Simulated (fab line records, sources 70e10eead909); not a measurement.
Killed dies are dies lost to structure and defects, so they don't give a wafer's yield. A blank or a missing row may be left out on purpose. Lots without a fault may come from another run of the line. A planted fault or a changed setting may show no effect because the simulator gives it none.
Which tool did it? | flow nand_harc | 14 lots, 40 wafers sampled, at 6 steps of a route of 1302

WHAT THE GAUGES READ, wafer by wafer
NHARC_A_ZERO_WELL_INSPECT_17. Usual: raw_defect_count 11, standard deviation 5.6.
lot  | measured     | on                | raw_defect_count | flag
L651 | day 7 06:34  | defect_inspect-01 | 14 20 13         |
L652 | day 7 11:37  | defect_inspect-02 | 13 13 8          |
L653 | day 8 00:46  | defect_inspect-01 | 11 12 5          |
L654 | day 8 08:18  | defect_inspect-02 | 9 19 20          |
L656 | day 8 21:02  | defect_inspect-01 | 12 14 17         |
L657 | day 9 05:59  | defect_inspect-02 | 5 22 19          |
L661 | day 11 02:04 | defect_inspect-01 | 18 9 11          |
L663 | day 11 18:20 | defect_inspect-01 | 5 11 3           |
L665 | day 13 04:14 | defect_inspect-02 | 18 13 19         |
L666 | day 13 10:13 | defect_inspect-01 | 11 6             |
L667 | day 14 06:59 | defect_inspect-01 | 9 5              |
L669 | day 14 14:04 | defect_inspect-01 | 12 11 11         |
L673 | day 15 21:35 | defect_inspect-02 | 15 6 13          |
L674 | day 16 10:15 | defect_inspect-02 | 9 16 13          |

NHARC_A_SOURCE_PLATE_THK_MEAS_06: measures by ellipsometry. Usual: thk_nm 199.9 nm, standard deviation 2.8.
lot  | measured     | on            | thk_nm (nm)       | flag
L651 | day 8 02:57  | film_metro-01 | 204.3 204.1 205.6 |
L652 | day 8 11:08  | film_metro-02 | 200.5 198.8 197.9 |
L653 | day 8 21:48  | film_metro-01 | 204.7 200.8 203.6 |
L654 | day 9 09:01  | film_metro-02 | 195.7 194.9 192.5 |
L656 | day 9 17:00  | film_metro-01 | 200.5 200.6 198.4 |
L657 | day 10 01:53 | film_metro-02 | 195.1 198.2 196.5 |
L661 | day 11 19:25 | film_metro-02 | 198.9 198.2 196.5 |
L663 | day 12 17:11 | film_metro-02 | 196.8 195.1 196.0 |
L665 | day 13 23:59 | film_metro-01 | 201.9 202.8 201.2 |
L666 | day 14 07:39 | film_metro-01 | 201.4 199.5       |
L667 | day 15 03:08 | film_metro-02 | 196.8 197.3       |
L669 | day 15 10:26 | film_metro-01 | 201.4 200.1 201.6 |
L673 | day 16 15:25 | film_metro-01 | 200.2 197.6 200.5 |
L674 | day 17 07:10 | film_metro-01 | 200.6 199.5 201.9 |

NHARC_A_ONON_D1_THK_MEAS_21: measures by ellipsometry. Usual: thk_nm 1002 nm, standard deviation 11.
lot  | measured     | on            | thk_nm (nm)    | flag
L651 | day 8 17:07  | film_metro-02 | 1000 999 1000  |
L652 | day 9 01:07  | film_metro-01 | 1008 1007 1008 |
L653 | day 9 09:07  | film_metro-02 | 984 986 985    |
L654 | day 9 20:15  | film_metro-02 | 992 992 991    |
L656 | day 10 04:17 | film_metro-02 | 1004 1004 1003 |
L657 | day 10 15:08 | film_metro-01 | 993 994 993    |
L661 | day 12 06:30 | film_metro-02 | 1010 1010 1012 |
L663 | day 13 05:07 | film_metro-01 | 997 998 998    |
L665 | day 14 13:35 | film_metro-02 | 776 774 995    | OFF
L666 | day 14 18:52 | film_metro-01 | 788 1011       | OFF
L667 | day 15 14:42 | film_metro-02 | 776 997        | OFF
L669 | day 15 21:47 | film_metro-01 | 1011 1011 1011 |
L673 | day 17 03:37 | film_metro-01 | 993 993 995    |
L674 | day 17 18:29 | film_metro-02 | 994 996 996    |

NHARC_END_SORT_01. Usual: killed_at_array 61, standard deviation 24; killed_at_other 1.2, standard deviation 1.3; killed_at_periphery 3.7, standard deviation 2.6; killed_dies 66, standard deviation 23; killed_open 3.3, standard deviation 1.8; killed_short 2.4, standard deviation 1.6.
lot  | measured     | on        | killed_at_array | killed_at_other | killed_at_periphery | killed_dies | killed_open | killed_short | flag
L651 | day 25 13:59 | prober-01 | 16 22 24        | 0 1 4           | 1 4 3               | 17 27 31    | 2 4 3       | 1 4 3        |
L652 | day 25 07:03 | prober-02 | 87 58 51        | 0 0 1           | 3 2 4               | 90 60 56    | 5 4 1       | 2 3 6        |
L653 | day 25 07:01 | prober-01 | 39 46 48        | 0 1 0           | 11 8 6              | 50 55 54    | 3 3 4       | 3 4 4        |
L654 | day 26 01:55 | prober-02 | 83 82 84        | 2 1 1           | 1 0 3               | 86 83 88    | 4 1 1       | 5 1 1        |
L656 | day 26 08:52 | prober-01 | 34 31 33        | 2 1 2           | 3 5 2               | 39 37 37    | 5 4 2       | 5 2 1        |
L657 | day 26 21:58 | prober-02 | 56 51 56        | 0 1 2           | 4 1 4               | 60 53 62    | 4 3 1       | 5 0 0        |
L661 | day 28 21:35 | prober-02 | 95 87 82        | 0 0 1           | 3 2 2               | 98 89 85    | 4 1 4       | 5 1 1        |
L663 | day 29 07:20 | prober-02 | 66 75 65        | 1 2 2           | 2 1 3               | 69 78 70    | 3 6 5       | 1 2 2        |
L665 | day 30 20:33 | prober-01 | 668 671 44      | 3 1 3           | 6 5 2               | 677 677 49  | 1 3 3       | 2 1 2        | OFF
L666 | day 30 13:35 | prober-02 | 671 82          | 2 0             | 4 4                 | 677 86      | 4 4         | 3 5          | OFF
L667 | day 32 06:49 | prober-02 | 674 77          | 0 1             | 3 5                 | 677 83      | 3 4         | 0 3          | OFF
L669 | day 33 03:43 | prober-01 | 69 78 91        | 0 0 0           | 5 3 8               | 74 81 99    | 2 3 4       | 1 3 2        |
L673 | day 33 13:04 | prober-02 | 35 25 30        | 2 2 1           | 7 6 3               | 44 33 34    | 5 6 3       | 3 2 3        |
L674 | day 33 20:02 | prober-02 | 23 23 25        | 3 2 3           | 5 2 3               | 31 27 31    | 2 7 2       | 2 0 3        |

WHICH TOOL RAN EACH LOT (tool, then ch and the chambers of the sampled wafers, then the start)
lot  | NHARC_A_ONON_D1_DEP_19           | NHARC_A_ONON_D1_DEP_33
L651 | pecvd_onon-01 ch 0, day 8 16:36  | pecvd-04 ch 0,2, day 8 18:52
L652 | pecvd_onon-01 ch 0, day 9 00:39  | pecvd-02 ch 0,1, day 9 02:54
L653 | pecvd_onon-01 ch 0, day 9 08:39  | pecvd-04 ch 1,2, day 9 10:53
L654 | pecvd_onon-03 ch 0, day 9 19:48  | pecvd-04 ch 0,2, day 9 22:03
L656 | pecvd_onon-03 ch 0, day 10 03:47 | pecvd-02 ch 0,1,2, day 10 06:03
L657 | pecvd_onon-01 ch 0, day 10 14:38 | pecvd-01 ch 0,2, day 10 16:58
L661 | pecvd_onon-03 ch 0, day 12 05:59 | pecvd-02 ch 0,1, day 12 08:15
L663 | pecvd_onon-02 ch 0, day 13 04:36 | pecvd-02 ch 0,1,2, day 13 06:52
L665 | pecvd_onon-03 ch 0, day 14 13:04 | pecvd-04 ch 0,2, day 14 15:24
L666 | pecvd_onon-03 ch 0, day 14 18:22 | pecvd-02 ch 0,2, day 14 20:37
L667 | pecvd_onon-03 ch 0, day 15 14:15 | pecvd-04 ch 0,2, day 15 16:28
L669 | pecvd_onon-01 ch 0, day 15 21:26 | pecvd-04 ch 0,1,2, day 15 23:41
L673 | pecvd_onon-02 ch 0, day 17 03:10 | pecvd-02 ch 1,2, day 17 05:29
L674 | pecvd_onon-01 ch 0, day 17 17:58 | pecvd-01 ch 0,1, day 17 20:14
- NHARC_A_ONON_D1_DEP_19: target thk 1000 nm.
- NHARC_A_ONON_D1_DEP_33: deposits SiO2, target thk 200 nm.

WHAT THE TOOLS THEMSELVES READ (means of the sampled wafers that have a number; where no wafer has one, the mark that the record gives instead)
NHARC_A_ONON_D1_DEP_33. Usual: heater_power_outer_w 307 W, standard deviation 56; heater_power_w 558 W, standard deviation 77; throttle_valve_pct 16.1 %, standard deviation 0.48.
lot  | tool     | heater_power_outer_w (W) | heater_power_w (W) | throttle_valve_pct (%) | flag
L651 | pecvd-04 | 239                      | 468                | 16.8                   |
L652 | pecvd-02 | 370                      | 657                | 16.6                   |
L653 | pecvd-04 | 252                      | 446                | 16.1                   |
L654 | pecvd-04 | 224                      | 435                | 16.6                   |
L656 | pecvd-02 | 369                      | 635                | 16.4                   |
L657 | pecvd-01 | 386                      | 666                | 15.9                   |
L661 | pecvd-02 | 304                      | 560                | 16.1                   |
L663 | pecvd-02 | 303                      | 569                | 16.0                   |
L665 | pecvd-04 | 295                      | 529                | 16.6                   |
L666 | pecvd-02 | 307                      | 548                | 15.8                   |
L667 | pecvd-04 | 268                      | 504                | 16.6                   |
L669 | pecvd-04 | 341                      | 596                | 16.4                   |
L673 | pecvd-02 | 319                      | 614                | 16.2                   |
L674 | pecvd-01 | 363                      | 641                | 15.9                   |

THE ANSWER, worked out from the rows above alone
Rule: a lot is off if the mean of its wafers that have a number lies more than 3 standard deviations from the usual mean. A lot without any number at a reading at which 4 lots or more have one is off too. The other lots that the step has rows for count as sound. The gauges are gone through in route order, then the tools' own readings, and for those a lot's mean is taken as printed above. The first step at which some lot is off is used, and at that step the reading that is off furthest; a lot without a number counts as furthest.
Off: L665, L666, L667, at NHARC_A_ONON_D1_THK_MEAS_21 (thk_nm).
A tool fits if, at a process step before that reading, it ran every lot that is off, and no sound lot after the first of them. The gauges at NHARC_A_ONON_D1_THK_MEAS_21 aren't tried: what is off there is off at NHARC_END_SORT_01 too, on other tools, and a gauge's error can't cause that. One fits: pecvd_onon-03 at NHARC_A_ONON_D1_DEP_19. Its last sound lot is L661 (day 12 05:59), its first lot that is off L665 (day 14 13:04): a fault that began between those two fits.

WHAT THE SIMULATOR HAD PUT IN
Process parameter drift: pecvd_onon-03, from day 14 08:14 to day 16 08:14, at NHARC_A_ONON_D1_DEP_19. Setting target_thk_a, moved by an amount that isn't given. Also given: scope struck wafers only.
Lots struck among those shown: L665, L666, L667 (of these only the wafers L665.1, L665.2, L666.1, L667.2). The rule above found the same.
